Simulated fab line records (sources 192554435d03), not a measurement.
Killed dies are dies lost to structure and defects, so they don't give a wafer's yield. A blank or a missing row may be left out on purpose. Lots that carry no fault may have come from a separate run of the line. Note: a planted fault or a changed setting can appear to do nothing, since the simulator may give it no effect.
Chamber matching    flow n5_finfet    N5_BEOL_M2_ETCH_69 on rie_diel-01: 4 sister chambers
The step etches SiARC in CF4, target depth 15.6 nm, time 26 s. 20 wafers are shown with their chamber, then 10 later ones without.

WAFERS, EACH WITH ITS CHAMBER
wafer   chamber  showerhead_plenum_p_Torr (Torr)  drypump_motor_current_A (A)  rf_vpp_V (V)
L074.1  2        2.27                             5.2                          185.6
L074.3  3        2.20                             6.6                          185.1
L074.6  1        2.05                             5.8                          182.4
L076.1  3        2.19                             6.6                          184.5
L076.3  2        2.27                             5.2                          186.2
L076.6  1        2.04                             5.8                          182.6
L078.2  0        2.23                             6.3                          184.4
L078.4  3        2.19                             6.6                          185.9
L078.5  0        2.23                             6.2                          184.6
L080.2  0        2.23                             6.3                          185.6
L080.4  0        2.23                             6.2                          185.5
L080.5  2        2.27                             5.2                          186.0
L081.1  2        2.27                             5.2                          185.2
L081.4  2        2.27                             5.2                          187.6
L081.5  0        2.23                             6.3                          185.0
L082.1  2        2.26                             5.2                          186.7
L082.3  0        2.23                             6.3                          185.6
L082.5  1        2.04                             5.7                          182.8
L086.1  3        2.19                             6.6                          184.2
L086.3  2        2.26                             5.2                          185.6

SIGNATURES, as means of the wafers listed above
reading                   chamber 0  chamber 1  chamber 2  chamber 3  scatter within a chamber
showerhead_plenum_p_Torr  2.2300     2.0433     2.2671     2.1925     0.00422
drypump_motor_current_A   6.267      5.767      5.200      6.600      0.0354
rf_vpp_V                  185.117    182.600    186.129    184.925    0.667
Rule: for each reading, subtract the chamber's mean from the wafer's reading, divide by that reading's scatter and square the result; add these up over the readings and take the root, which gives the wafer's distance from the chamber. If the next closest chamber is less than 2 further off than the closest, the wafer can't be placed; otherwise it belongs to the closest. The scatter: the root of (the sum of the squares of (reading less its chamber's mean) over the shown wafers, divided by (wafers less chambers)).

WAFERS MISSING THEIR CHAMBER
wafer   showerhead_plenum_p_Torr (Torr)  drypump_motor_current_A (A)  rf_vpp_V (V)
L086.4  2.23                             6.3                          185.9
L091.3  2.22                             6.3                          184.7
L091.4  2.26                             5.2                          184.9
L091.6  2.22                             6.3                          184.0
L090.1  2.26                             5.2                          185.7
L090.3  2.29                             5.8                          184.6
L090.5  2.29                             5.7                          185.0
L097.1  2.22                             6.3                          185.2
L097.2  2.18                             6.6                          184.3
L097.3  2.29                             5.7                          183.8

EACH ONE'S CHAMBER
wafer    from the rows above       in truth
L086.4   0                         0
L091.3   0                         0
L091.4   2                         2
L091.6   0                         0
L090.1   2                         2
L090.3   can't be placed: 2 or 0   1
L090.5   2                         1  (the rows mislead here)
L097.1   0                         0
L097.2   3                         3
L097.3   2                         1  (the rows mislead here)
Correct placement for 7 of the 10. These rows do not allow placing 1 (true chamber among the candidates in 0). Number placed wrongly: 2.
